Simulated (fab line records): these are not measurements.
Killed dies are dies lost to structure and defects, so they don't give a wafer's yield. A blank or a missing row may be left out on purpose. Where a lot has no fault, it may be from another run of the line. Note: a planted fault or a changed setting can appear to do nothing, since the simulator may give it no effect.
fab line records | flow n5_finfet
record lots=7 | wafers=39
route steps=1938 shown FIN_SAQP@96 FIN_CUT@173 SD_EPI_P@312 MOL_CONTACT_COAG@532
start_h: hours from the record's first day to the start of the lot's first wafer shown | wait_h: hours since the lot's step before | " unchanged from the row above | L1.1+2: one row covering several wafers at once | - no value, or no start given | * or withheld: withheld | < > ~ a bound
route shown NAME@n: NAME is a module with steps in the file, n the number in the route of the first one | usual: mean/standard deviation taken from wafers without a fault | same: alike in all rows | chamber/n: place in a boat | sites: each site's reading | _std_site: how widely they spread, as a standard deviation | _edge_site: the outer-site mean with the inner-site mean subtracted | radius_mm: for every site, how far away it sits from the centre of the wafer | mask NAME#n: copy n | behind: the most recent tool/chamber to have shaped the wafer | hold: cause of the lot's hold/its duration in hours/its outcome | device: transistor that didn't switch, given as n, p or np | end of line: at the end of the route, the tests of the same wafers | step lacking rows: just its recipe | killed: not the wafer's yield, but the dies lost to structure and defects at the first sort | map: per-die view of a wafer (x killed, . not killed, _ where there is no die)
set.NAME: setting as actually run; set.NAME@STEP: the setting as run at that earlier step | model.NAME: the simulator's own value behind a step, which no gauge read
lots run with intentionally changed settings; tables by step, rows by wafer
## steps
# step N5_FIN_SAQP_HM_DEP_03
# recipe material=SiNx | target_thk_a=380 | temp_c=400 | precursor=SiH4/NH3/N2 | pressure_torr=1.5 | rf_w=300 | time_s=33.6
lot.wafer | tool     | chamber | start_h | wait_h | set.target_thk_a | model.SiNx_of_FIN_SAQP_HM_DEP_03.thk_nm
L075.1    | pecvd-04 | 0       | 28.33   | 0.2    | 380              | 37.85
L075.3    | "        | 2       | "       | "      | 380              | 38.09
L075.5    | "        | 2       | "       | "      | 380              | 38.65
L077.1    | pecvd-03 | 1       | 39.64   | 0.2    | 607.2            | 60.37
L077.2    | "        | 2       | "       | "      | 607.2            | 60.24
L077.3    | "        | 0       | "       | "      | 607.2            | 61.11
L077.4    | "        | 1       | "       | "      | 380              | 39.09
L077.5    | "        | 2       | "       | "      | 380              | 38.52
L077.6    | "        | 0       | "       | "      | 380              | 38.98
L078.1    | pecvd-01 | 0       | 46.45   | 0.2    | 380              | 37.38
L078.2    | "        | 2       | "       | "      | 380              | 37.5
L078.3    | "        | 1       | "       | "      | 380              | 37.93
L078.4    | "        | 2       | "       | "      | 380              | 38.17
L078.5    | "        | 1       | "       | "      | 380              | 38.52
L078.6    | "        | 0       | "       | "      | 380              | 37.94
L085.1    | pecvd-04 | 0       | 87.45   | 0.2    | 380              | 37.71
L085.2    | "        | 1       | "       | "      | 380              | 37.69
L085.3    | "        | 2       | "       | "      | 380              | 37.65
L085.4    | "        | 0       | "       | "      | 380              | 38.21
L085.5    | "        | 1       | "       | "      | 380              | 38.33
L085.6    | "        | 2       | "       | "      | 380              | 38.31
L094.1    | pecvd-01 | 1       | 141.41  | 0.2    | 380              | 37.25
L094.2    | "        | 2       | "       | "      | 281.5            | 27.64
L094.3    | "        | 0       | "       | "      | 281.5            | 27.97
L094.4    | "        | 0       | "       | "      | 380              | 37.59
L094.5    | "        | 2       | "       | "      | 281.5            | 27.78
L094.6    | "        | 1       | "       | "      | 380              | 38.45
L095.1    | pecvd-04 | 0       | 147.87  | 0.2    | 380              | 37.71
L095.2    | "        | 1       | "       | "      | 380              | 37.9
L095.3    | "        | 1       | "       | "      | 234.2            | 24.12
L095.4    | "        | 0       | "       | "      | 380              | 38.12
L095.5    | "        | 0       | "       | "      | 234.2            | 23.65
L095.6    | "        | 1       | "       | "      | 234.2            | 23.28
L096.1    | pecvd-04 | 0       | 153.08  | 0.2    | 380              | 37.88
L096.2    | "        | 1       | "       | "      | 380              | 38.23
L096.3    | "        | 0       | "       | "      | 380              | 38.54
L096.4    | "        | 1       | "       | "      | 380              | 39.01
L096.5    | "        | 0       | "       | "      | 380              | 38.28
L096.6    | "        | 1       | "       | "      | 380              | 38.76
# step N5_FIN_SAQP_THK_MEAS_05
# usual thk_nm=38.0/0.51
lot.wafer | tool          | chamber | start_h | wait_h | set.target_thk_a@FIN_SAQP_HM_DEP_03 | thk_nm
L075.1    | film_metro-01 | -       | 28.65   | 0.3    | 380                                 | 37.8
L075.3    | "             | -       | "       | "      | 380                                 | 38.1
L075.5    | "             | -       | "       | "      | 380                                 | 38.6
L077.1    | film_metro-02 | -       | 39.72   | 0.1    | 607.2                               | 60.4
L077.2    | "             | -       | "       | "      | 607.2                               | 60.2
L077.3    | "             | -       | "       | "      | 607.2                               | 61.1
L077.4    | "             | -       | "       | "      | 380                                 | 39.1
L077.5    | "             | -       | "       | "      | 380                                 | 38.5
L077.6    | "             | -       | "       | "      | 380                                 | 39.0
L078.1    | film_metro-01 | -       | 46.55   | 0.1    | 380                                 | 37.4
L078.2    | "             | -       | "       | "      | 380                                 | 37.6
L078.3    | "             | -       | "       | "      | 380                                 | 38.0
L078.4    | "             | -       | "       | "      | 380                                 | 38.2
L078.5    | "             | -       | "       | "      | 380                                 | 38.5
L078.6    | "             | -       | "       | "      | 380                                 | 37.9
L085.1    | film_metro-01 | -       | 87.54   | 0.1    | 380                                 | 37.7
L085.2    | "             | -       | "       | "      | 380                                 | 37.7
L085.3    | "             | -       | "       | "      | 380                                 | 37.7
L085.4    | "             | -       | "       | "      | 380                                 | 38.2
L085.5    | "             | -       | "       | "      | 380                                 | 38.3
L085.6    | "             | -       | "       | "      | 380                                 | 38.3
L094.1    | film_metro-01 | -       | 141.50  | 0.1    | 380                                 | 37.2
L094.2    | "             | -       | "       | "      | 281.5                               | 27.6
L094.3    | "             | -       | "       | "      | 281.5                               | 27.9
L094.4    | "             | -       | "       | "      | 380                                 | 37.6
L094.5    | "             | -       | "       | "      | 281.5                               | 27.8
L094.6    | "             | -       | "       | "      | 380                                 | 38.4
L095.1    | film_metro-01 | -       | 147.99  | 0.1    | 380                                 | 37.7
L095.2    | "             | -       | "       | "      | 380                                 | 37.9
L095.3    | "             | -       | "       | "      | 234.2                               | 24.1
L095.4    | "             | -       | "       | "      | 380                                 | 38.1
L095.5    | "             | -       | "       | "      | 234.2                               | 23.6
L095.6    | "             | -       | "       | "      | 234.2                               | 23.3
L096.1    | film_metro-02 | -       | 153.19  | 0.1    | 380                                 | 37.9
L096.2    | "             | -       | "       | "      | 380                                 | 38.3
L096.3    | "             | -       | "       | "      | 380                                 | 38.5
L096.4    | "             | -       | "       | "      | 380                                 | 39.0
L096.5    | "             | -       | "       | "      | 380                                 | 38.3
L096.6    | "             | -       | "       | "      | 380                                 | 38.8
# step N5_FIN_SAQP_PECVD_47
# recipe material=a-Si | target_thk_a=450 | temp_c=400 | precursor=SiH4/He | pressure_torr=3 | rf_w=100 | time_s=36.3
# step N5_FIN_SAQP_PECVD_48
# recipe material=SiNx | target_thk_a=250 | temp_c=400 | precursor=SiH4/NH3/N2 | pressure_torr=1.5 | rf_w=300 | time_s=22.1
# step N5_FIN_SAQP_MANDREL2_REMOVE_60
# recipe chemistry=HBr/Cl2/O2 | bt_time_s=10 | target=a-Si | stop_on=SiNx | endpoint=OES-SiCl | over_etch_frac=1 | icp_w=600 | bias_w=22 | HBr_flow_sccm=150 | Cl2_flow_sccm=80 | O2_flow_sccm=5 | pressure_mtorr=10
# step N5_FIN_SAQP_HM_OPEN_33
# recipe chemistry=CH3F/O2 | target=SiNx | mask_material=SiO2 | target_depth_a=494 | time_s=70.6 | pressure_mtorr=30 | source_w=395 | bias_w=73 | Ar_flow_sccm=150 | CH3F_flow_sccm=30 | O2_flow_sccm=20 | ion_energy_ev=120 | ends=cleared
# usual etch_rf_on_time_s=69.6/1.6
lot.wafer | tool        | chamber | start_h | wait_h | set.target_thk_a@FIN_SAQP_HM_DEP_03 | etch_rf_on_time_s | model.etch.depth_nm
L075.1    | rie_diel-06 | 1       | 34.52   | 0.0    | 380                                 | 69.2              | 37.19
L075.3    | "           | 3       | "       | "      | 380                                 | 69.6              | 37.47
L075.5    | "           | 2       | "       | "      | 380                                 | 69.1              | 37.99
L077.1    | rie_diel-06 | 2       | 43.99   | 0.0    | 607.2                               | 108.5             | 59.74
L077.2    | "           | 0       | "       | "      | 607.2                               | 109.6             | 59.56
L077.3    | "           | 1       | "       | "      | 607.2                               | 112.6             | 60.48
L077.4    | "           | 3       | "       | "      | 380                                 | 71.6              | 38.41
L077.5    | "           | 0       | "       | "      | 380                                 | 69.5              | 37.9
L077.6    | "           | 3       | "       | "      | 380                                 | 71.9              | 38.35
L078.1    | rie_diel-01 | 0       | 51.03   | 0.2    | 380                                 | 66.9              | 36.73
L078.2    | "           | 2       | "       | "      | 380                                 | 69.5              | 36.78
L078.3    | "           | 1       | "       | "      | 380                                 | 69.0              | 37.16
L078.4    | "           | 2       | "       | "      | 380                                 | 71.1              | 37.42
L078.5    | "           | 1       | "       | "      | 380                                 | 69.4              | 37.75
L078.6    | "           | 0       | "       | "      | 380                                 | 68.6              | 37.29
L085.1    | rie_diel-06 | 0       | 92.17   | 0.0    | 380                                 | 68.0              | 36.91
L085.2    | "           | 3       | "       | "      | 380                                 | 69.6              | 37.06
L085.3    | "           | 1       | "       | "      | 380                                 | 69.7              | 37.02
L085.4    | "           | 2       | "       | "      | 380                                 | 68.4              | 37.53
L085.5    | "           | 2       | "       | "      | 380                                 | 68.6              | 37.7
L085.6    | "           | 1       | "       | "      | 380                                 | 70.2              | 37.63
L094.1    | rie_diel-06 | 0       | 146.93  | 0.1    | 380                                 | 68.3              | 36.57
L094.2    | "           | 1       | "       | "      | 281.5                               | 50.5              | 27.01
L094.3    | "           | 3       | "       | "      | 281.5                               | 50.9              | 27.34
L094.4    | "           | 3       | "       | "      | 380                                 | 69.3              | 36.93
L094.5    | "           | 1       | "       | "      | 281.5                               | 50.4              | 27.1
L094.6    | "           | 0       | "       | "      | 380                                 | 70.3              | 37.79
L095.1    | rie_diel-01 | 1       | 152.83  | 0.0    | 380                                 | 67.6              | 37.06
L095.2    | "           | 0       | "       | "      | 380                                 | 67.9              | 37.18
L095.3    | "           | 2       | "       | "      | 234.2                               | 44.6              | 23.37
L095.4    | "           | 3       | "       | "      | 380                                 | 70.5              | 37.35
L095.5    | "           | 2       | "       | "      | 234.2                               | 43.5              | 22.93
L095.6    | "           | 1       | "       | "      | 234.2                               | 41.2              | 22.53
L096.1    | rie_diel-06 | 3       | 158.42  | 0.0    | 380                                 | 69.6              | 37.23
L096.2    | "           | 0       | "       | "      | 380                                 | 68.8              | 37.51
L096.3    | "           | 2       | "       | "      | 380                                 | 69.2              | 37.79
L096.4    | "           | 1       | "       | "      | 380                                 | 71.8              | 38.23
L096.5    | "           | 0       | "       | "      | 380                                 | 69.6              | 37.56
L096.6    | "           | 3       | "       | "      | 380                                 | 70.6              | 38.11
# step N5_FIN_CUT_CUT_ETCH_26
# recipe chemistry=CH3F/O2 | target=SiNx | target_depth_a=390 | mask_material=SOC | time_s=55.7 | pressure_mtorr=30 | source_w=395 | bias_w=73 | Ar_flow_sccm=150 | CH3F_flow_sccm=30 | O2_flow_sccm=20 | ion_energy_ev=120
lot.wafer | tool        | chamber | start_h | wait_h | set.time_s | model.etch.depth_nm | model.SOC_of_FIN_CUT_COAT_18.thk_nm
L075.1    | rie_diel-04 | 3       | 36.15   | 0.0    | 55.7       | 38.63               | 212.2
L075.3    | "           | 0       | "       | "      | 55.7       | 39.13               | 212.4
L075.5    | "           | 3       | "       | "      | 55.7       | 38.46               | 213
L077.1    | rie_diel-02 | 3       | 45.52   | 0.0    | 55.7       | 38.53               | 211
L077.2    | "           | 2       | "       | "      | 55.7       | 40.13               | 210.4
L077.3    | "           | 0       | "       | "      | 55.7       | 38.89               | 210.6
L077.4    | "           | 1       | "       | "      | 55.7       | 40.09               | 210.8
L077.5    | "           | 3       | "       | "      | 55.7       | 38.53               | 210.8
L077.6    | "           | 0       | "       | "      | 55.7       | 38.92               | 211.6
L078.1    | rie_diel-02 | 0       | 52.43   | 0.0    | 55.7       | 39.43               | 211.6
L078.2    | "           | 2       | "       | "      | 55.7       | 40.26               | 211.8
L078.3    | "           | 1       | "       | "      | 23.72      | 16.93               | 222.4
L078.4    | "           | 0       | "       | "      | 23.72      | 16.67               | 222.4
L078.5    | "           | 2       | "       | "      | 55.7       | 40.03               | 211
L078.6    | "           | 1       | "       | "      | 23.72      | 17.12               | 221.2
L085.1    | rie_diel-04 | 0       | 93.57   | 0.0    | 55.7       | 39.22               | 212.2
L085.2    | "           | 3       | "       | "      | 55.7       | 38.58               | 212.2
L085.3    | "           | 1       | "       | "      | 89.08      | 59.41               | 201.8
L085.4    | "           | 2       | "       | "      | 89.08      | 59.8                | 202
L085.5    | "           | 0       | "       | "      | 89.08      | 62.63               | 200.2
L085.6    | "           | 1       | "       | "      | 55.7       | 37.1                | 213
L094.1    | rie_diel-05 | 2       | 148.45  | 0.0    | 76.74      | 52.74               | 204.8
L094.2    | "           | 0       | "       | "      | 76.74      | 53.03               | 205.2
L094.3    | "           | 3       | "       | "      | 55.7       | 38.69               | 212
L094.4    | "           | 1       | "       | "      | 55.7       | 39.05               | 211.6
L094.5    | "           | 3       | "       | "      | 55.7       | 38.85               | 211.2
L094.6    | "           | 2       | "       | "      | 76.74      | 52.95               | 205.2
L095.1    | rie_diel-05 | 3       | 154.26  | 0.0    | 55.7       | 39.03               | 212
L095.2    | "           | 0       | "       | "      | 79.37      | 54.91               | 204.4
L095.3    | "           | 1       | "       | "      | 55.7       | 38.88               | 212.6
L095.4    | "           | 2       | "       | "      | 55.7       | 38.43               | 213
L095.5    | "           | 0       | "       | "      | 79.37      | 54.92               | 204.4
L095.6    | "           | 3       | "       | "      | 79.37      | 55.71               | 204.2
L096.1    | rie_diel-02 | 3       | 159.81  | 0.0    | 36.71      | 26.4                | 218.6
L096.2    | "           | 0       | "       | "      | 36.71      | 25.93               | 218.6
L096.3    | "           | 2       | "       | "      | 55.7       | 39.43               | 212.4
L096.4    | "           | 1       | "       | "      | 55.7       | 39.38               | 212
L096.5    | "           | 0       | "       | "      | 36.71      | 25.76               | 218.6
L096.6    | "           | 3       | "       | "      | 55.7       | 39.99               | 211.2
# step N5_SD_EPI_P_ETCH_16
# recipe chemistry=CHF3/O2 | target=SiO2 | target_depth_a=50 | mask_material=SOC | pressure_mtorr=30 | source_w=650 | bias_w=170 | Ar_flow_sccm=200 | CHF3_flow_sccm=50 | O2_flow_sccm=5 | ion_energy_ev=200
lot.wafer | tool        | chamber | start_h | wait_h | set.target_depth_a | model.etch.depth_nm
L075.1    | rie_diel-05 | 2       | 62.29   | 0.1    | 50                 | 4.981
L075.3    | "           | 3       | "       | "      | 50                 | 5.037
L075.5    | "           | 1       | "       | "      | 50                 | 5.027
L077.1    | rie_diel-04 | 2       | 73.38   | 0.1    | 25.49              | 2.488
L077.2    | "           | 3       | "       | "      | 25.49              | 2.537
L077.3    | "           | 1       | "       | "      | 50                 | 4.787
L077.4    | "           | 0       | "       | "      | 50                 | 5.019
L077.5    | "           | 2       | "       | "      | 25.49              | 2.496
L077.6    | "           | 3       | "       | "      | 50                 | 4.957
L078.1    | rie_diel-05 | 3       | 78.56   | 0.1    | 38.71              | 3.825
L078.2    | "           | 0       | "       | "      | 50                 | 4.9
L078.3    | "           | 2       | "       | "      | 50                 | 4.87
L078.4    | "           | 1       | "       | "      | 38.71              | 3.812
L078.5    | "           | 1       | "       | "      | 38.71              | 3.815
L078.6    | "           | 2       | "       | "      | 50                 | 4.879
L085.1    | rie_diel-04 | 1       | 121.04  | 0.1    | 27.91              | 2.698
L085.2    | "           | 2       | "       | "      | 50                 | 4.865
L085.3    | "           | 0       | "       | "      | 50                 | 5.011
L085.4    | "           | 3       | "       | "      | 27.91              | 2.813
L085.5    | "           | 3       | "       | "      | 50                 | 4.991
L085.6    | "           | 0       | "       | "      | 27.91              | 2.834
L094.1    | rie_diel-04 | 0       | 181.39  | 0.1    | 50                 | 4.952
L094.2    | "           | 2       | "       | "      | 50                 | 5.033
L094.3    | "           | 1       | "       | "      | 50                 | 4.772
L094.4    | "           | 3       | "       | "      | 50                 | 4.87
L094.5    | "           | 1       | "       | "      | 50                 | 4.732
L094.6    | "           | 0       | "       | "      | 50                 | 5.035
L095.1    | rie_diel-05 | 3       | 188.95  | 0.1    | 50                 | 4.946
L095.2    | "           | 1       | "       | "      | 67.66              | 6.743
L095.3    | "           | 2       | "       | "      | 67.66              | 6.636
L095.4    | "           | 3       | "       | "      | 50                 | 4.997
L095.5    | "           | 1       | "       | "      | 50                 | 5.014
L095.6    | "           | 2       | "       | "      | 67.66              | 6.64
L096.1    | rie_diel-05 | 1       | 194.27  | 0.1    | 50                 | 5.042
L096.2    | "           | 2       | "       | "      | 50                 | 4.888
L096.3    | "           | 3       | "       | "      | 50                 | 4.99
L096.4    | "           | 3       | "       | "      | 50                 | 4.978
L096.5    | "           | 2       | "       | "      | 50                 | 4.867
L096.6    | "           | 1       | "       | "      | 50                 | 5.019
# step N5_MOL_CONTACT_COAG_ETCH_106
# recipe chemistry=N2/H2 | target=SOC | target_depth_a=800 | overetch_a=160 | mask_material=SiARC | temp_c=40 | time_s=120 | ion_energy_ev=200 | pressure_mtorr=30 | source_w=840 | bias_w=150 | n2_flow_sccm=200 | h2_flow_sccm=200
lot.wafer | tool        | chamber | start_h | wait_h | set.target_depth_a | model.SiARC_of_MOL_CONTACT_COAG_COAT_104.thk_nm | model.MOL_CONTACT_COAG.cd_offset_nm
L075.1    | rie_diel-06 | 2       | 95.99   | 0.0    | 800                | 6.2                                             | 0.2
L075.3    | "           | 1       | "       | "      | 800                | 6.4                                             | 0.8
L075.5    | "           | 0       | "       | "      | 800                | 6.2                                             | 0.4
L077.1    | rie_diel-01 | 1       | 105.42  | 0.0    | 800                | 6.4                                             | -0.4
L077.2    | "           | 0       | "       | "      | 800                | 6.2                                             | 0
L077.3    | "           | 2       | "       | "      | 1124               | 4.8                                             | 0.6
L077.4    | "           | 0       | "       | "      | 1124               | 4.2                                             | 0.6
L077.5    | "           | 2       | "       | "      | 1124               | 4.6                                             | 0.6
L077.6    | "           | 1       | "       | "      | 800                | 6.2                                             | -0.6
L078.1    | rie_diel-03 | 1       | 111.94  | 0.0    | 800                | 6.4                                             | 0
L078.2    | "           | 3       | "       | "      | 800                | 6.4                                             | 0.2
L078.3    | "           | 2       | "       | "      | 800                | 6.6                                             | -0.2
L078.4+6  | "           | 0,3     | "       | "      | 394.7              | 8.8                                             | -1.4
L078.5    | "           | 2       | "       | "      | 394.7              | 8.8                                             | -1.2
L085.1    | rie_diel-03 | 2       | 153.87  | 0.0    | 957.7              | 5.8                                             | -0.2
L085.2    | "           | 3       | "       | "      | 800                | 6.6                                             | -0.2
L085.3    | "           | 0       | "       | "      | 957.7              | 5.8                                             | 0.4
L085.4    | "           | 1       | "       | "      | 800                | 6.6                                             | 0.2
L085.5    | "           | 3       | "       | "      | 957.7              | 5.8                                             | 0.2
L085.6    | "           | 2       | "       | "      | 800                | 6.8                                             | -0.2
L094.1    | rie_diel-06 | 1       | 214.00  | 0.0    | 800                | 6.4                                             | 0
L094.2    | "           | 0       | "       | "      | 1083               | 4.6                                             | 0.8
L094.3    | "           | 2       | "       | "      | 800                | 6.2                                             | -0.2
L094.4    | "           | 3       | "       | "      | 800                | 6.6                                             | 0
L094.5    | "           | 2       | "       | "      | 1083               | 4.4                                             | 0.6
L094.6    | "           | 3       | "       | "      | 1083               | 5                                               | 0.6
L095.1    | rie_diel-06 | 1       | 221.47  | 0.0    | 800                | 6.6                                             | 0.4
L095.2+6  | "           | 3,1     | "       | "      | 800                | 6.6                                             | 0.2
L095.3    | "           | 2       | "       | "      | 800                | 6.2                                             | 0.2
L095.4    | "           | 0       | "       | "      | 800                | 6.4                                             | 0
L095.5    | "           | 0       | "       | "      | 800                | 6.2                                             | 0
L096.1    | rie_diel-06 | 0       | 227.93  | 0.0    | 644.2              | 7.2                                             | -0.6
L096.2    | "           | 2       | "       | "      | 644.2              | 7.2                                             | -0.2
L096.3+5  | "           | 3,1     | "       | "      | 800                | 6.6                                             | 0.2
L096.4    | "           | 1       | "       | "      | 800                | 6.6                                             | 0
L096.6    | "           | 0       | "       | "      | 644.2              | 7.2                                             | -0.4
# step N5_MOL_CONTACT_COAG_STRIP_107
# recipe chemistry=N2/H2 | temp_c=40 | n2_flow_sccm=200 | h2_flow_sccm=200 | rf_frequency_hz=6e+07
# step N5_MOL_CONTACT_COAG_STRIP_108
# recipe chemistry=N2/H2 | temp_c=40 | n2_flow_sccm=200 | h2_flow_sccm=200 | rf_frequency_hz=6e+07
# step N5_MOL_CONTACT_COAG_CONTACT_ETCH_14
# recipe chemistry=C4F6/O2 | target=SiO2 | target_depth_a=275 | overetch_a=85 | mask_material=SOC | pressure_mtorr=30 | source_w=370 | bias_w=185 | Ar_flow_sccm=300 | C4F6_flow_sccm=16 | O2_flow_sccm=10 | time_s=20 | ion_energy_ev=259.6
lot.wafer  | tool        | chamber | start_h | wait_h | set.target_depth_a@MOL_CONTACT_COAG_ETCH_106 | model.MOL_CONTACT_COAG.cd_offset_nm
L075.1     | rie_diel-06 | 2       | 96.09   | 0.0    | 800                                          | 0.2
L075.3     | "           | 1       | "       | "      | 800                                          | 0.8
L075.5     | "           | 0       | "       | "      | 800                                          | 0.4
L077.1     | rie_diel-01 | 1       | 105.52  | 0.0    | 800                                          | -0.2
L077.2     | "           | 0       | "       | "      | 800                                          | 0
L077.3+5   | "           | 2       | "       | "      | 1124                                         | 0.6
L077.4     | "           | 0       | "       | "      | 1124                                         | 0.8
L077.6     | "           | 1       | "       | "      | 800                                          | -0.6
L078.1+3   | rie_diel-03 | 1,2     | 112.04  | 0.0    | 800                                          | -0.2
L078.2     | "           | 3       | "       | "      | 800                                          | 0.2
L078.4+5   | "           | 0,2     | "       | "      | 394.7                                        | -1.4
L078.6     | "           | 3       | "       | "      | 394.7                                        | -1.2
L085.1     | rie_diel-03 | 2       | 153.97  | 0.0    | 957.7                                        | -0.2
L085.2+6   | "           | 3,2     | "       | "      | 800                                          | -0.2
L085.3+5   | "           | 0,3     | "       | "      | 957.7                                        | 0.2
L085.4     | "           | 1       | "       | "      | 800                                          | 0.2
L094.1+4   | rie_diel-06 | 1,3     | 214.10  | 0.0    | 800                                          | 0.2
L094.2+6   | "           | 0,3     | "       | "      | 1083                                         | 0.8
L094.3     | "           | 2       | "       | "      | 800                                          | 0
L094.5     | "           | 2       | "       | "      | 1083                                         | 0.6
L095.1     | rie_diel-06 | 1       | 221.57  | 0.0    | 800                                          | 0.4
L095.2+3+6 | "           | 3,2,1   | "       | "      | 800                                          | 0.2
L095.4+5   | "           | 0       | "       | "      | 800                                          | 0
L096.1     | rie_diel-06 | 0       | 228.03  | 0.0    | 644.2                                        | -0.6
L096.2     | "           | 2       | "       | "      | 644.2                                        | -0.2
L096.3+5   | "           | 3,1     | "       | "      | 800                                          | 0.2
L096.4     | "           | 1       | "       | "      | 800                                          | 0
L096.6     | "           | 0       | "       | "      | 644.2                                        | -0.4
# step N5_MOL_CONTACT_COAG_STRIP_109
# recipe chemistry=C4F6/O2 | resist=SiARC | rf_frequency_hz=6e+07
# step N5_MOL_CONTACT_COAG_ETCH_15
# recipe chemistry=CH3F/O2 | target=SiNx | target_depth_a=70 | mask_material=SOC | stop_on=Si:P | over_etch_frac=0.75 | ion_energy_ev=120 | pressure_mtorr=30 | source_w=395 | bias_w=73 | Ar_flow_sccm=150 | CH3F_flow_sccm=30 | O2_flow_sccm=20
lot.wafer  | tool        | chamber | start_h | wait_h | set.target_depth_a@MOL_CONTACT_COAG_ETCH_106 | model.MOL_CONTACT_COAG.cd_offset_nm
L075.1     | rie_diel-06 | 2       | 96.13   | 0.0    | 800                                          | 0.2
L075.3     | "           | 1       | "       | "      | 800                                          | 1
L075.5     | "           | 0       | "       | "      | 800                                          | 0.4
L077.1     | rie_diel-01 | 1       | 105.55  | 0.0    | 800                                          | -0.2
L077.2     | "           | 0       | "       | "      | 800                                          | 0
L077.3+5   | "           | 2       | "       | "      | 1124                                         | 0.6
L077.4     | "           | 0       | "       | "      | 1124                                         | 0.8
L077.6     | "           | 1       | "       | "      | 800                                          | -0.4
L078.1+3   | rie_diel-03 | 1,2     | 112.08  | 0.0    | 800                                          | -0.2
L078.2     | "           | 3       | "       | "      | 800                                          | 0
L078.4     | "           | 0       | "       | "      | 394.7                                        | -1.4
L078.5+6   | "           | 2,3     | "       | "      | 394.7                                        | -1.2
L085.1     | rie_diel-03 | 2       | 154.01  | 0.0    | 957.7                                        | -0.2
L085.2     | "           | 3       | "       | "      | 800                                          | -0.4
L085.3     | "           | 0       | "       | "      | 957.7                                        | 0.2
L085.4     | "           | 1       | "       | "      | 800                                          | 0
L085.5     | "           | 3       | "       | "      | 957.7                                        | 0
L085.6     | "           | 2       | "       | "      | 800                                          | -0.2
L094.1+4   | rie_diel-06 | 1,3     | 214.14  | 0.0    | 800                                          | 0.2
L094.2+6   | "           | 0,3     | "       | "      | 1083                                         | 0.8
L094.3     | "           | 2       | "       | "      | 800                                          | 0
L094.5     | "           | 2       | "       | "      | 1083                                         | 0.6
L095.1     | rie_diel-06 | 1       | 221.61  | 0.0    | 800                                          | 0.4
L095.2+3+6 | "           | 3,2,1   | "       | "      | 800                                          | 0.2
L095.4     | "           | 0       | "       | "      | 800                                          | -0.2
L095.5     | "           | 0       | "       | "      | 800                                          | 0
L096.1     | rie_diel-06 | 0       | 228.07  | 0.0    | 644.2                                        | -0.6
L096.2     | "           | 2       | "       | "      | 644.2                                        | -0.2
L096.3+4   | "           | 3,1     | "       | "      | 800                                          | 0.2
L096.5     | "           | 1       | "       | "      | 800                                          | 0.4
L096.6     | "           | 0       | "       | "      | 644.2                                        | -0.4
## key
split step=N5_FIN_SAQP_HM_DEP_03 | setting=target_thk_a | stated=380 | by=wafer
response step=N5_FIN_SAQP_HM_DEP_03 | reading=model.SiNx_of_FIN_SAQP_HM_DEP_03.thk_nm | change=+0.368 | per=1% | r=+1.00
response step=N5_FIN_SAQP_THK_MEAS_05 | reading=thk_nm | change=* | per=1% | r=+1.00
response step=N5_FIN_SAQP_HM_OPEN_33 | reading=etch_rf_on_time_s | change=* | per=1% | r=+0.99
response step=N5_FIN_SAQP_HM_OPEN_33 | reading=model.etch.depth_nm | change=+0.368 | per=1% | r=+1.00
split step=N5_FIN_CUT_CUT_ETCH_26 | setting=time_s | stated=55.7 | by=wafer
response step=N5_FIN_CUT_CUT_ETCH_26 | reading=model.etch.depth_nm | change=+0.385 | per=1% | r=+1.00
response step=N5_FIN_CUT_CUT_ETCH_26 | reading=model.SOC_of_FIN_CUT_COAT_18.thk_nm | change=-0.186 | per=1% | r=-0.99
split step=N5_SD_EPI_P_ETCH_16 | setting=target_depth_a | stated=50 | by=wafer
response step=N5_SD_EPI_P_ETCH_16 | reading=model.etch.depth_nm | change=+0.0488 | per=1% | r=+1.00
split step=N5_MOL_CONTACT_COAG_ETCH_106 | setting=target_depth_a | stated=800 | by=wafer
response step=N5_MOL_CONTACT_COAG_ETCH_106 | reading=model.SiARC_of_MOL_CONTACT_COAG_COAT_104.thk_nm | change=-0.0447 | per=1% | r=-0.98
response step=N5_MOL_CONTACT_COAG_ETCH_106 | reading=model.MOL_CONTACT_COAG.cd_offset_nm | change=+0.0234 | per=1% | r=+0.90
response step=N5_MOL_CONTACT_COAG_CONTACT_ETCH_14 | reading=model.MOL_CONTACT_COAG.cd_offset_nm | change=+0.0219 | per=1% | r=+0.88
response step=N5_MOL_CONTACT_COAG_ETCH_15 | reading=model.MOL_CONTACT_COAG.cd_offset_nm | change=+0.021 | per=1% | r=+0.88
